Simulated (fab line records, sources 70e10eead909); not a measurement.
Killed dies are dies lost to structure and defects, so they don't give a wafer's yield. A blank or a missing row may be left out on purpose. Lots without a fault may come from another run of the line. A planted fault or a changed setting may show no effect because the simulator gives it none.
Chamber matching | flow nand_harc | NHARC_A_STAIRCASE_ETCH_444 on rie_diel-13: 4 sister chambers
The step etches the open film in C4F8/O2, target depth 10200 nm, time 3400 s. 4 wafers are shown with their chamber, then 7 later ones without.

WAFERS WITH THEIR CHAMBER
wafer  | chamber | rf_vpp_V (V)
L081.4 | 1       | 804
L082.6 | 2       | 799
L088.1 | 3       | 806
L088.2 | 0       | 807

WAFERS WITHOUT THEIR CHAMBER
wafer  | rf_vpp_V (V)
L088.4 | 804
L094.1 | 804
L094.3 | 804
L094.4 | 807
L095.1 | 804
L095.2 | 805
L095.3 | 800

WHICH CHAMBER EACH WENT THROUGH
wafer  | from the rows above          | in truth
L088.4 | 1                            | 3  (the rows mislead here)
L094.1 | 1                            | 1
L094.3 | 1                            | 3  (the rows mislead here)
L094.4 | can't be placed: 0 or 3      | 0
L095.1 | 1                            | 1
L095.2 | can't be placed: 1 or 3 or 0 | 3
L095.3 | 2                            | 2
Placed correctly: 3 of 7. Can't be placed from these rows: 2 (the true chamber is among the candidates in 2). Placed wrongly: 2.
How it was worked out, from the rows above alone: a wafer's distance from a chamber is the root of the sum, over the readings, of the square of ((its reading less the chamber's mean) divided by the reading's scatter). The wafer belongs to the nearest chamber; if the next one is less than 2 further off, it can't be placed. A chamber's mean is the mean of its shown wafers. The scatter: with one shown wafer a chamber, the root of the mean of the squares of how far each hidden wafer lies from its nearest shown one.
